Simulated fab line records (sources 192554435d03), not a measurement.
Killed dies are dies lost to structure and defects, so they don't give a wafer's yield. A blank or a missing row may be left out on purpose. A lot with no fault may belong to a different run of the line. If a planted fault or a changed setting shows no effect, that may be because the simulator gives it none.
Which tool was responsible? / flow n5-finfet / 24 lots with 72 wafers sampled at 6 steps, on a route of 1938 steps

== WHAT THE GAUGES SHOWED, per wafer ==
Not one reading of a measure or inspect step in the record can be checked against a usual standard deviation.

== WHAT TOOL EACH LOT RAN ON (gives the tool, then ch and the chambers of the sampled wafers, and finally the start) ==
lot=L074; N5_BEOL_M2_HM_DEP_02=pvd-sputter-01, day 6 16:20; N5_BEOL_M2_VIA_ETCH_34=rie-diel-05 ch 1,2, day 6 19:15; N5_BEOL_M2_DEGAS_44=pvd-sputter-03, day 6 19:56; N5_BEOL_M2_SURFACE_TREAT_85=pvd-sputter-01, day 6 20:23; N5_BEOL_M2_ANNEAL_80=pvd-sputter-03, day 6 22:40; N5_BEOL_M2_SPUTTER_81=pvd-sputter-03, day 6 22:49
lot=L075; N5_BEOL_M2_HM_DEP_02=pvd-sputter-02, day 6 17:56; N5_BEOL_M2_VIA_ETCH_34=rie-diel-01 ch 0,3, day 6 22:26; N5_BEOL_M2_DEGAS_44=pvd-sputter-01, day 6 23:49; N5_BEOL_M2_SURFACE_TREAT_85=pvd-sputter-01, day 7 00:09; N5_BEOL_M2_ANNEAL_80=pvd-sputter-01, day 7 00:46; N5_BEOL_M2_SPUTTER_81=pvd-sputter-01, day 7 00:55
lot=L076; N5_BEOL_M2_HM_DEP_02=pvd-sputter-01, day 7 02:39; N5_BEOL_M2_VIA_ETCH_34=rie-diel-02 ch 1,2, day 7 17:50; N5_BEOL_M2_DEGAS_44=pvd-sputter-03, day 7 19:08; N5_BEOL_M2_SURFACE_TREAT_85=pvd-sputter-02, day 7 19:32; N5_BEOL_M2_ANNEAL_80=pvd-sputter-03, day 7 20:07; N5_BEOL_M2_SPUTTER_81=pvd-sputter-03, day 7 20:15
lot=L077; N5_BEOL_M2_HM_DEP_02=pvd-sputter-03, day 7 19:43; N5_BEOL_M2_VIA_ETCH_34=rie-diel-02 ch 0,3, day 8 00:53; N5_BEOL_M2_DEGAS_44=pvd-sputter-02, day 8 01:39; N5_BEOL_M2_SURFACE_TREAT_85=pvd-sputter-02, day 8 02:05; N5_BEOL_M2_ANNEAL_80=pvd-sputter-03, day 8 02:45; N5_BEOL_M2_SPUTTER_81=pvd-sputter-03, day 8 02:53
lot=L078; N5_BEOL_M2_HM_DEP_02=pvd-sputter-01, day 8 01:07; N5_BEOL_M2_VIA_ETCH_34=rie-diel-02 ch 1,3, day 8 03:55; N5_BEOL_M2_DEGAS_44=pvd-sputter-03, day 8 04:35; N5_BEOL_M2_SURFACE_TREAT_85=pvd-sputter-03, day 8 05:07; N5_BEOL_M2_ANNEAL_80=pvd-sputter-02, day 8 05:46; N5_BEOL_M2_SPUTTER_81=pvd-sputter-02, day 8 05:54
lot=L079; N5_BEOL_M2_HM_DEP_02=pvd-sputter-03, day 8 07:12; N5_BEOL_M2_VIA_ETCH_34=rie-diel-05 ch 0,2,3, day 8 10:18; N5_BEOL_M2_DEGAS_44=pvd-sputter-02, day 8 11:01; N5_BEOL_M2_SURFACE_TREAT_85=pvd-sputter-01, day 8 11:33; N5_BEOL_M2_ANNEAL_80=pvd-sputter-03, day 8 12:20; N5_BEOL_M2_SPUTTER_81=pvd-sputter-03, day 8 12:28
lot=L080; N5_BEOL_M2_HM_DEP_02=pvd-sputter-01, day 8 07:14; N5_BEOL_M2_VIA_ETCH_34=rie-diel-02 ch 1,2,3, day 8 10:18; N5_BEOL_M2_DEGAS_44=pvd-sputter-01, day 8 10:57; N5_BEOL_M2_SURFACE_TREAT_85=pvd-sputter-02, day 8 11:20; N5_BEOL_M2_ANNEAL_80=pvd-sputter-02, day 8 12:00; N5_BEOL_M2_SPUTTER_81=pvd-sputter-02, day 8 12:08
lot=L081; N5_BEOL_M2_HM_DEP_02=pvd-sputter-01, day 8 10:27; N5_BEOL_M2_VIA_ETCH_34=rie-diel-02 ch 0,1,2, day 8 16:53; N5_BEOL_M2_DEGAS_44=pvd-sputter-03, day 8 17:36; N5_BEOL_M2_SURFACE_TREAT_85=pvd-sputter-02, day 8 18:02; N5_BEOL_M2_ANNEAL_80=pvd-sputter-01, day 8 18:38; N5_BEOL_M2_SPUTTER_81=pvd-sputter-01, day 8 18:46
lot=L082; N5_BEOL_M2_HM_DEP_02=pvd-sputter-02, day 8 13:37; N5_BEOL_M2_VIA_ETCH_34=rie-diel-05 ch 1,2,3, day 8 21:52; N5_BEOL_M2_DEGAS_44=pvd-sputter-02, day 8 23:01; N5_BEOL_M2_SURFACE_TREAT_85=pvd-sputter-01, day 8 23:38; N5_BEOL_M2_ANNEAL_80=pvd-sputter-02, day 9 00:23; N5_BEOL_M2_SPUTTER_81=pvd-sputter-02, day 9 00:32
lot=L083; N5_BEOL_M2_HM_DEP_02=pvd-sputter-02, day 8 14:38; N5_BEOL_M2_VIA_ETCH_34=rie-diel-01 ch 0,1,2, day 8 21:59; N5_BEOL_M2_DEGAS_44=pvd-sputter-01, day 8 23:04; N5_BEOL_M2_SURFACE_TREAT_85=pvd-sputter-01, day 8 23:40; N5_BEOL_M2_ANNEAL_80=pvd-sputter-01, day 9 00:44; N5_BEOL_M2_SPUTTER_81=pvd-sputter-01, day 9 00:52
lot=L084; N5_BEOL_M2_HM_DEP_02=pvd-sputter-01, day 9 13:11; N5_BEOL_M2_VIA_ETCH_34=rie-diel-01 ch 0,1,2, day 9 16:17; N5_BEOL_M2_DEGAS_44=pvd-sputter-02, day 9 17:32; N5_BEOL_M2_SURFACE_TREAT_85=pvd-sputter-02, day 9 17:58; N5_BEOL_M2_ANNEAL_80=pvd-sputter-02, day 9 18:49; N5_BEOL_M2_SPUTTER_81=pvd-sputter-02, day 9 18:57
lot=L085; N5_BEOL_M2_HM_DEP_02=pvd-sputter-02, day 9 16:21; N5_BEOL_M2_VIA_ETCH_34=rie-diel-01 ch 0,1,2, day 10 00:23; N5_BEOL_M2_DEGAS_44=pvd-sputter-01, day 10 01:17; N5_BEOL_M2_SURFACE_TREAT_85=pvd-sputter-01, day 10 01:54; N5_BEOL_M2_ANNEAL_80=pvd-sputter-01, day 10 02:51; N5_BEOL_M2_SPUTTER_81=pvd-sputter-01, day 10 03:00
lot=L086; N5_BEOL_M2_HM_DEP_02=pvd-sputter-02, day 9 16:39; N5_BEOL_M2_VIA_ETCH_34=rie-diel-02 ch 1,2,3, day 10 00:23; N5_BEOL_M2_DEGAS_44=pvd-sputter-01, day 10 01:23; N5_BEOL_M2_SURFACE_TREAT_85=pvd-sputter-01, day 10 01:56; N5_BEOL_M2_ANNEAL_80=pvd-sputter-02, day 10 03:14; N5_BEOL_M2_SPUTTER_81=pvd-sputter-02, day 10 03:23
lot=L087; N5_BEOL_M2_HM_DEP_02=pvd-sputter-01, day 10 04:41; N5_BEOL_M2_VIA_ETCH_34=rie-diel-05 ch 0,1,2, day 10 13:57; N5_BEOL_M2_DEGAS_44=pvd-sputter-01, day 10 14:35; N5_BEOL_M2_SURFACE_TREAT_85=pvd-sputter-03, day 10 14:56; N5_BEOL_M2_ANNEAL_80=pvd-sputter-03, day 10 15:31; N5_BEOL_M2_SPUTTER_81=pvd-sputter-03, day 10 15:39
lot=L088; N5_BEOL_M2_HM_DEP_02=pvd-sputter-02, day 10 04:58; N5_BEOL_M2_VIA_ETCH_34=rie-diel-02 ch 0,3, day 10 14:01; N5_BEOL_M2_DEGAS_44=pvd-sputter-03, day 10 14:47; N5_BEOL_M2_SURFACE_TREAT_85=pvd-sputter-01, day 10 15:10; N5_BEOL_M2_ANNEAL_80=pvd-sputter-02, day 10 16:44; N5_BEOL_M2_SPUTTER_81=pvd-sputter-02, day 10 16:53
lot=L089; N5_BEOL_M2_HM_DEP_02=pvd-sputter-03, day 10 11:43; N5_BEOL_M2_VIA_ETCH_34=rie-diel-02 ch 0,2, day 10 18:11; N5_BEOL_M2_DEGAS_44=pvd-sputter-01, day 10 18:41; N5_BEOL_M2_SURFACE_TREAT_85=pvd-sputter-01, day 10 19:03; N5_BEOL_M2_ANNEAL_80=pvd-sputter-01, day 10 19:55; N5_BEOL_M2_SPUTTER_81=pvd-sputter-01, day 10 20:03
lot=L090; N5_BEOL_M2_HM_DEP_02=pvd-sputter-03, day 10 11:49; N5_BEOL_M2_VIA_ETCH_34=rie-diel-05 ch 0,1, day 10 18:11; N5_BEOL_M2_DEGAS_44=pvd-sputter-02, day 10 18:44; N5_BEOL_M2_SURFACE_TREAT_85=pvd-sputter-01, day 10 19:05; N5_BEOL_M2_ANNEAL_80=pvd-sputter-03, day 10 21:38; N5_BEOL_M2_SPUTTER_81=pvd-sputter-03, day 10 21:46
lot=L091; N5_BEOL_M2_HM_DEP_02=pvd-sputter-01, day 10 23:47; N5_BEOL_M2_VIA_ETCH_34=rie-diel-05 ch 0,2, day 11 04:54; N5_BEOL_M2_DEGAS_44=pvd-sputter-03, day 11 05:33; N5_BEOL_M2_SURFACE_TREAT_85=pvd-sputter-03, day 11 05:53; N5_BEOL_M2_ANNEAL_80=pvd-sputter-03, day 11 08:14; N5_BEOL_M2_SPUTTER_81=pvd-sputter-03, day 11 08:22
lot=L092; N5_BEOL_M2_HM_DEP_02=pvd-sputter-02, day 11 03:21; N5_BEOL_M2_VIA_ETCH_34=rie-diel-01 ch 0,1,2, day 11 09:37; N5_BEOL_M2_DEGAS_44=pvd-sputter-03, day 11 10:20; N5_BEOL_M2_SURFACE_TREAT_85=pvd-sputter-03, day 11 10:41; N5_BEOL_M2_ANNEAL_80=pvd-sputter-03, day 11 11:22; N5_BEOL_M2_SPUTTER_81=pvd-sputter-03, day 11 11:31
lot=L093; N5_BEOL_M2_HM_DEP_02=pvd-sputter-02, day 11 04:41; N5_BEOL_M2_VIA_ETCH_34=rie-diel-05 ch 1,3, day 11 12:37; N5_BEOL_M2_DEGAS_44=pvd-sputter-03, day 11 13:15; N5_BEOL_M2_SURFACE_TREAT_85=pvd-sputter-02, day 11 13:43; N5_BEOL_M2_ANNEAL_80=pvd-sputter-02, day 11 14:26; N5_BEOL_M2_SPUTTER_81=pvd-sputter-02, day 11 14:34
lot=L094; N5_BEOL_M2_HM_DEP_02=pvd-sputter-02, day 12 02:10; N5_BEOL_M2_VIA_ETCH_34=rie-diel-01 ch 1,3, day 12 04:13; N5_BEOL_M2_DEGAS_44=pvd-sputter-01, day 12 04:44; N5_BEOL_M2_SURFACE_TREAT_85=pvd-sputter-01, day 12 05:07; N5_BEOL_M2_ANNEAL_80=pvd-sputter-03, day 12 05:41; N5_BEOL_M2_SPUTTER_81=pvd-sputter-03, day 12 05:50
lot=L095; N5_BEOL_M2_HM_DEP_02=pvd-sputter-01, day 12 02:28; N5_BEOL_M2_VIA_ETCH_34=rie-diel-05 ch 1,2, day 12 04:25; N5_BEOL_M2_DEGAS_44=pvd-sputter-01, day 12 04:52; N5_BEOL_M2_SURFACE_TREAT_85=pvd-sputter-01, day 12 05:13; N5_BEOL_M2_ANNEAL_80=pvd-sputter-01, day 12 05:47; N5_BEOL_M2_SPUTTER_81=pvd-sputter-01, day 12 05:55
lot=L096; N5_BEOL_M2_HM_DEP_02=pvd-sputter-01, day 12 05:01; N5_BEOL_M2_VIA_ETCH_34=rie-diel-05 ch 0,1,3, day 12 12:40; N5_BEOL_M2_DEGAS_44=pvd-sputter-02, day 12 13:18; N5_BEOL_M2_SURFACE_TREAT_85=pvd-sputter-03, day 12 13:43; N5_BEOL_M2_ANNEAL_80=pvd-sputter-03, day 12 14:20; N5_BEOL_M2_SPUTTER_81=pvd-sputter-03, day 12 14:28
lot=L097; N5_BEOL_M2_HM_DEP_02=pvd-sputter-02, day 12 13:07; N5_BEOL_M2_VIA_ETCH_34=rie-diel-02 ch 1,2,3, day 12 16:03; N5_BEOL_M2_DEGAS_44=pvd-sputter-01, day 12 16:50; N5_BEOL_M2_SURFACE_TREAT_85=pvd-sputter-01, day 12 17:20; N5_BEOL_M2_ANNEAL_80=pvd-sputter-01, day 12 17:57; N5_BEOL_M2_SPUTTER_81=pvd-sputter-01, day 12 18:05
- N5_BEOL_M2_HM_DEP_02: deposits TiN, target thk 20 nm.
- N5_BEOL_M2_VIA_ETCH_34: etches the open film in C4F6/O2, target depth 69.4 nm, time 65.9 s.
- N5_BEOL_M2_DEGAS_44: time 60 s.
- N5_BEOL_M2_SURFACE_TREAT_85
- N5_BEOL_M2_ANNEAL_80: time 240 s.
- N5_BEOL_M2_SPUTTER_81: material Cu, target thk 4.5 nm, time 8.29 s.

== AS READ BY THE TOOLS THEMSELVES (means over the sampled wafers that have a number; for cases with no such wafer, the mark the record gives instead) ==
N5_BEOL_M2_HM_DEP_02.
lot=L074; tool=pvd-sputter-01; susceptor-temp-C (C)=25.06; throttle-valve-pct (%)=29.9
lot=L075; tool=pvd-sputter-02; susceptor-temp-C (C)=24.87; throttle-valve-pct (%)=28.3
lot=L076; tool=pvd-sputter-01; susceptor-temp-C (C)=24.98; throttle-valve-pct (%)=30.1
lot=L077; tool=pvd-sputter-03; susceptor-temp-C (C)=25.00; throttle-valve-pct (%)=30.2
lot=L078; tool=pvd-sputter-01; susceptor-temp-C (C)=24.99; throttle-valve-pct (%)=30.0
lot=L079; tool=pvd-sputter-03; susceptor-temp-C (C)=25.04; throttle-valve-pct (%)=30.2
lot=L080; tool=pvd-sputter-01; susceptor-temp-C (C)=25.01; throttle-valve-pct (%)=30.2
lot=L081; tool=pvd-sputter-01; susceptor-temp-C (C)=25.04; throttle-valve-pct (%)=30.3
lot=L082; tool=pvd-sputter-02; susceptor-temp-C (C)=24.99; throttle-valve-pct (%)=29.2
lot=L083; tool=pvd-sputter-02; susceptor-temp-C (C)=25.03; throttle-valve-pct (%)=29.7
lot=L084; tool=pvd-sputter-01; susceptor-temp-C (C)=25.07; throttle-valve-pct (%)=30.1
lot=L085; tool=pvd-sputter-02; susceptor-temp-C (C)=24.89; throttle-valve-pct (%)=29.2
lot=L086; tool=pvd-sputter-02; susceptor-temp-C (C)=24.94; throttle-valve-pct (%)=30.4
lot=L087; tool=pvd-sputter-01; susceptor-temp-C (C)=24.94; throttle-valve-pct (%)=30.4
lot=L088; tool=pvd-sputter-02; susceptor-temp-C (C)=25.12; throttle-valve-pct (%)=29.6
lot=L089; tool=pvd-sputter-03; susceptor-temp-C (C)=24.94; throttle-valve-pct (%)=29.9
lot=L090; tool=pvd-sputter-03; susceptor-temp-C (C)=24.95; throttle-valve-pct (%)=30.5
lot=L091; tool=pvd-sputter-01; susceptor-temp-C (C)=25.06; throttle-valve-pct (%)=30.3
lot=L092; tool=pvd-sputter-02; susceptor-temp-C (C)=24.95; throttle-valve-pct (%)=30.1
lot=L093; tool=pvd-sputter-02; susceptor-temp-C (C)=24.98; throttle-valve-pct (%)=29.0
lot=L094; tool=pvd-sputter-02; susceptor-temp-C (C)=24.93; throttle-valve-pct (%)=29.7
lot=L095; tool=pvd-sputter-01; susceptor-temp-C (C)=25.01; throttle-valve-pct (%)=30.2
lot=L096; tool=pvd-sputter-01; susceptor-temp-C (C)=25.10; throttle-valve-pct (%)=30.2
lot=L097; tool=pvd-sputter-02; susceptor-temp-C (C)=24.98; throttle-valve-pct (%)=30.4

N5_BEOL_M2_VIA_ETCH_34.
lot=L074; tool=rie-diel-05; drypump-motor-current-A (A)=6.2; oes-product-au (a.u.)=0.72; rf-vpp-V (V)=670; showerhead-plenum-p-Torr (Torr)=2.86; throttle-valve-pct (%)=30.5
lot=L075; tool=rie-diel-01; drypump-motor-current-A (A)=6.2; oes-product-au (a.u.)=0.79; rf-vpp-V (V)=672; showerhead-plenum-p-Torr (Torr)=2.84; throttle-valve-pct (%)=30.9
lot=L076; tool=rie-diel-02; drypump-motor-current-A (A)=6.2; oes-product-au (a.u.)=0.89; rf-vpp-V (V)=673; showerhead-plenum-p-Torr (Torr)=2.96; throttle-valve-pct (%)=30.4
lot=L077; tool=rie-diel-02; drypump-motor-current-A (A)=6.1; oes-product-au (a.u.)=0.85; rf-vpp-V (V)=664; showerhead-plenum-p-Torr (Torr)=3.00; throttle-valve-pct (%)=30.8
lot=L078; tool=rie-diel-02; drypump-motor-current-A (A)=6.4; oes-product-au (a.u.)=0.92; rf-vpp-V (V)=669; showerhead-plenum-p-Torr (Torr)=3.02; throttle-valve-pct (%)=30.5
lot=L079; tool=rie-diel-05; drypump-motor-current-A (A)=5.8; oes-product-au (a.u.)=0.70; rf-vpp-V (V)=663; showerhead-plenum-p-Torr (Torr)=2.86; throttle-valve-pct (%)=31.0
lot=L080; tool=rie-diel-02; drypump-motor-current-A (A)=6.1; oes-product-au (a.u.)=0.88; rf-vpp-V (V)=668; showerhead-plenum-p-Torr (Torr)=2.96; throttle-valve-pct (%)=30.6
lot=L081; tool=rie-diel-02; drypump-motor-current-A (A)=6.2; oes-product-au (a.u.)=0.80; rf-vpp-V (V)=676; showerhead-plenum-p-Torr (Torr)=2.93; throttle-valve-pct (%)=30.4
lot=L082; tool=rie-diel-05; drypump-motor-current-A (A)=6.1; oes-product-au (a.u.)=0.70; rf-vpp-V (V)=660; showerhead-plenum-p-Torr (Torr)=2.82; throttle-valve-pct (%)=30.7
lot=L083; tool=rie-diel-01; drypump-motor-current-A (A)=5.9; oes-product-au (a.u.)=0.75; rf-vpp-V (V)=671; showerhead-plenum-p-Torr (Torr)=2.85; throttle-valve-pct (%)=31.0
lot=L084; tool=rie-diel-01; drypump-motor-current-A (A)=6.0; oes-product-au (a.u.)=0.75; rf-vpp-V (V)=671; showerhead-plenum-p-Torr (Torr)=2.85; throttle-valve-pct (%)=31.0
lot=L085; tool=rie-diel-01; drypump-motor-current-A (A)=5.9; oes-product-au (a.u.)=0.75; rf-vpp-V (V)=671; showerhead-plenum-p-Torr (Torr)=2.85; throttle-valve-pct (%)=31.0
lot=L086; tool=rie-diel-02; drypump-motor-current-A (A)=6.1; oes-product-au (a.u.)=0.85; rf-vpp-V (V)=668; showerhead-plenum-p-Torr (Torr)=2.95; throttle-valve-pct (%)=30.6
lot=L087; tool=rie-diel-05; drypump-motor-current-A (A)=5.9; oes-product-au (a.u.)=0.81; rf-vpp-V (V)=671; showerhead-plenum-p-Torr (Torr)=2.89; throttle-valve-pct (%)=30.8
lot=L088; tool=rie-diel-02; drypump-motor-current-A (A)=6.2; oes-product-au (a.u.)=0.76; rf-vpp-V (V)=671; showerhead-plenum-p-Torr (Torr)=2.95; throttle-valve-pct (%)=30.6
lot=L089; tool=rie-diel-02; drypump-motor-current-A (A)=6.1; oes-product-au (a.u.)=0.73; rf-vpp-V (V)=676; showerhead-plenum-p-Torr (Torr)=2.89; throttle-valve-pct (%)=30.5
lot=L090; tool=rie-diel-05; drypump-motor-current-A (A)=5.9; oes-product-au (a.u.)=0.89; rf-vpp-V (V)=680; showerhead-plenum-p-Torr (Torr)=2.88; throttle-valve-pct (%)=30.8
lot=L091; tool=rie-diel-05; drypump-motor-current-A (A)=5.6; oes-product-au (a.u.)=0.89; rf-vpp-V (V)=674; showerhead-plenum-p-Torr (Torr)=2.93; throttle-valve-pct (%)=31.1
lot=L092; tool=rie-diel-01; drypump-motor-current-A (A)=6.0; oes-product-au (a.u.)=0.73; rf-vpp-V (V)=672; showerhead-plenum-p-Torr (Torr)=2.84; throttle-valve-pct (%)=31.0
lot=L093; tool=rie-diel-05; drypump-motor-current-A (A)=6.3; oes-product-au (a.u.)=0.90; rf-vpp-V (V)=662; showerhead-plenum-p-Torr (Torr)=2.95; throttle-valve-pct (%)=30.5
lot=L094; tool=rie-diel-01; drypump-motor-current-A (A)=5.5; oes-product-au (a.u.)=0.81; rf-vpp-V (V)=662; showerhead-plenum-p-Torr (Torr)=2.85; throttle-valve-pct (%)=30.7
lot=L095; tool=rie-diel-05; drypump-motor-current-A (A)=6.2; oes-product-au (a.u.)=0.69; rf-vpp-V (V)=670; showerhead-plenum-p-Torr (Torr)=2.84; throttle-valve-pct (%)=30.5
lot=L096; tool=rie-diel-05; drypump-motor-current-A (A)=6.1; oes-product-au (a.u.)=0.86; rf-vpp-V (V)=671; showerhead-plenum-p-Torr (Torr)=2.91; throttle-valve-pct (%)=30.6
lot=L097; tool=rie-diel-02; drypump-motor-current-A (A)=6.1; oes-product-au (a.u.)=0.84; rf-vpp-V (V)=668; showerhead-plenum-p-Torr (Torr)=2.94; throttle-valve-pct (%)=30.7

N5_BEOL_M2_DEGAS_44.
lot=L074; tool=pvd-sputter-03; heater-power-w (W)=307; susceptor-temp-C (C)=250.23
lot=L075; tool=pvd-sputter-01; heater-power-w (W)=338; susceptor-temp-C (C)=249.97
lot=L076; tool=pvd-sputter-03; heater-power-w (W)=323; susceptor-temp-C (C)=250.20
lot=L077; tool=pvd-sputter-02; heater-power-w (W)=327; susceptor-temp-C (C)=250.02
lot=L078; tool=pvd-sputter-03; heater-power-w (W)=320; susceptor-temp-C (C)=250.03
lot=L079; tool=pvd-sputter-02; heater-power-w (W)=327; susceptor-temp-C (C)=250.09
lot=L080; tool=pvd-sputter-01; heater-power-w (W)=361; susceptor-temp-C (C)=249.95
lot=L081; tool=pvd-sputter-03; heater-power-w (W)=306; susceptor-temp-C (C)=249.86
lot=L082; tool=pvd-sputter-02; heater-power-w (W)=321; susceptor-temp-C (C)=250.16
lot=L083; tool=pvd-sputter-01; heater-power-w (W)=337; susceptor-temp-C (C)=250.30
lot=L084; tool=pvd-sputter-02; heater-power-w (W)=339; susceptor-temp-C (C)=250.17
lot=L085; tool=pvd-sputter-01; heater-power-w (W)=367; susceptor-temp-C (C)=249.78
lot=L086; tool=pvd-sputter-01; heater-power-w (W)=359; susceptor-temp-C (C)=250.04
lot=L087; tool=pvd-sputter-01; heater-power-w (W)=350; susceptor-temp-C (C)=250.07
lot=L088; tool=pvd-sputter-03; heater-power-w (W)=324; susceptor-temp-C (C)=249.92
lot=L089; tool=pvd-sputter-01; heater-power-w (W)=360; susceptor-temp-C (C)=249.82
lot=L090; tool=pvd-sputter-02; heater-power-w (W)=320; susceptor-temp-C (C)=250.08
lot=L091; tool=pvd-sputter-03; heater-power-w (W)=298; susceptor-temp-C (C)=249.98
lot=L092; tool=pvd-sputter-03; heater-power-w (W)=304; susceptor-temp-C (C)=249.90
lot=L093; tool=pvd-sputter-03; heater-power-w (W)=317; susceptor-temp-C (C)=250.09
lot=L094; tool=pvd-sputter-01; heater-power-w (W)=388; susceptor-temp-C (C)=250.04
lot=L095; tool=pvd-sputter-01; heater-power-w (W)=367; susceptor-temp-C (C)=250.08
lot=L096; tool=pvd-sputter-02; heater-power-w (W)=323; susceptor-temp-C (C)=250.07
lot=L097; tool=pvd-sputter-01; heater-power-w (W)=361; susceptor-temp-C (C)=249.93

N5_BEOL_M2_ANNEAL_80.
lot=L074; tool=pvd-sputter-03; heater-power-w (W)=785; susceptor-temp-C (C)=399.83
lot=L075; tool=pvd-sputter-01; heater-power-w (W)=982; susceptor-temp-C (C)=399.87
lot=L076; tool=pvd-sputter-03; heater-power-w (W)=822; susceptor-temp-C (C)=399.99
lot=L077; tool=pvd-sputter-03; heater-power-w (W)=745; susceptor-temp-C (C)=400.23
lot=L078; tool=pvd-sputter-02; heater-power-w (W)=824; susceptor-temp-C (C)=399.79
lot=L079; tool=pvd-sputter-03; heater-power-w (W)=801; susceptor-temp-C (C)=400.02
lot=L080; tool=pvd-sputter-02; heater-power-w (W)=779; susceptor-temp-C (C)=400.10
lot=L081; tool=pvd-sputter-01; heater-power-w (W)=906; susceptor-temp-C (C)=400.08
lot=L082; tool=pvd-sputter-02; heater-power-w (W)=767; susceptor-temp-C (C)=399.98
lot=L083; tool=pvd-sputter-01; heater-power-w (W)=908; susceptor-temp-C (C)=400.03
lot=L084; tool=pvd-sputter-02; heater-power-w (W)=814; susceptor-temp-C (C)=399.97
lot=L085; tool=pvd-sputter-01; heater-power-w (W)=899; susceptor-temp-C (C)=400.18
lot=L086; tool=pvd-sputter-02; heater-power-w (W)=771; susceptor-temp-C (C)=399.96
lot=L087; tool=pvd-sputter-03; heater-power-w (W)=804; susceptor-temp-C (C)=399.81
lot=L088; tool=pvd-sputter-02; heater-power-w (W)=784; susceptor-temp-C (C)=399.93
lot=L089; tool=pvd-sputter-01; heater-power-w (W)=847; susceptor-temp-C (C)=399.90
lot=L090; tool=pvd-sputter-03; heater-power-w (W)=782; susceptor-temp-C (C)=400.01
lot=L091; tool=pvd-sputter-03; heater-power-w (W)=778; susceptor-temp-C (C)=399.93
lot=L092; tool=pvd-sputter-03; heater-power-w (W)=762; susceptor-temp-C (C)=400.12
lot=L093; tool=pvd-sputter-02; heater-power-w (W)=792; susceptor-temp-C (C)=400.17
lot=L094; tool=pvd-sputter-03; heater-power-w (W)=789; susceptor-temp-C (C)=400.18
lot=L095; tool=pvd-sputter-01; heater-power-w (W)=830; susceptor-temp-C (C)=400.10
lot=L096; tool=pvd-sputter-03; heater-power-w (W)=760; susceptor-temp-C (C)=400.08
lot=L097; tool=pvd-sputter-01; heater-power-w (W)=895; susceptor-temp-C (C)=400.18

N5_BEOL_M2_SPUTTER_81.
lot=L074; tool=pvd-sputter-03; susceptor-temp-C (C)=-20.03; throttle-valve-pct (%)=30.9
lot=L075; tool=pvd-sputter-01; susceptor-temp-C (C)=-19.99; throttle-valve-pct (%)=29.9
lot=L076; tool=pvd-sputter-03; susceptor-temp-C (C)=-19.92; throttle-valve-pct (%)=29.4
lot=L077; tool=pvd-sputter-03; susceptor-temp-C (C)=-20.04; throttle-valve-pct (%)=30.8
lot=L078; tool=pvd-sputter-02; susceptor-temp-C (C)=-19.97; throttle-valve-pct (%)=30.1
lot=L079; tool=pvd-sputter-03; susceptor-temp-C (C)=-20.05; throttle-valve-pct (%)=29.9
lot=L080; tool=pvd-sputter-02; susceptor-temp-C (C)=-19.96; throttle-valve-pct (%)=29.6
lot=L081; tool=pvd-sputter-01; susceptor-temp-C (C)=-20.02; throttle-valve-pct (%)=30.1
lot=L082; tool=pvd-sputter-02; susceptor-temp-C (C)=-20.01; throttle-valve-pct (%)=29.7
lot=L083; tool=pvd-sputter-01; susceptor-temp-C (C)=-19.97; throttle-valve-pct (%)=30.2
lot=L084; tool=pvd-sputter-02; susceptor-temp-C (C)=-19.98; throttle-valve-pct (%)=29.0
lot=L085; tool=pvd-sputter-01; susceptor-temp-C (C)=-20.02; throttle-valve-pct (%)=30.0
lot=L086; tool=pvd-sputter-02; susceptor-temp-C (C)=-20.09; throttle-valve-pct (%)=29.7
lot=L087; tool=pvd-sputter-03; susceptor-temp-C (C)=-20.04; throttle-valve-pct (%)=30.1
lot=L088; tool=pvd-sputter-02; susceptor-temp-C (C)=-20.01; throttle-valve-pct (%)=29.7
lot=L089; tool=pvd-sputter-01; susceptor-temp-C (C)=-19.95; throttle-valve-pct (%)=30.9
lot=L090; tool=pvd-sputter-03; susceptor-temp-C (C)=-20.08; throttle-valve-pct (%)=29.8
lot=L091; tool=pvd-sputter-03; susceptor-temp-C (C)=-20.13; throttle-valve-pct (%)=30.5
lot=L092; tool=pvd-sputter-03; susceptor-temp-C (C)=-20.10; throttle-valve-pct (%)=30.7
lot=L093; tool=pvd-sputter-02; susceptor-temp-C (C)=-20.06; throttle-valve-pct (%)=29.1
lot=L094; tool=pvd-sputter-03; susceptor-temp-C (C)=-19.94; throttle-valve-pct (%)=30.8
lot=L095; tool=pvd-sputter-01; susceptor-temp-C (C)=-20.02; throttle-valve-pct (%)=30.2
lot=L096; tool=pvd-sputter-03; susceptor-temp-C (C)=-19.84; throttle-valve-pct (%)=30.6
lot=L097; tool=pvd-sputter-01; susceptor-temp-C (C)=-19.92; throttle-valve-pct (%)=30.0

== THE ANSWER, worked out from the rows above alone ==
Rule: usual is defined by the lots themselves. The widest of any qualifying gaps counts: lots, ordered by their means at a reading, are off when they make up no more than a third of the lots, leave a main group of 4 or more, and stand apart from it by 3 or more times the standard deviation of that group's means. A main group whose means are all the same, to the digits that the tables above print for the reading, isn't used. A lot without any number at a reading at which 4 lots or more have one is off too. Where the step has rows for the other lots, those lots are counted as sound. After the gauges, taken in route order, come the tools' own readings; for these a lot's mean is taken, as printed above. The first step at which some lot is off is used, and at that step the reading that is off furthest; a lot without a number counts as furthest.
No lot is off at any reading shown: from this, nothing can be told.

== WHAT THE SIMULATOR HAD INSERTED ==
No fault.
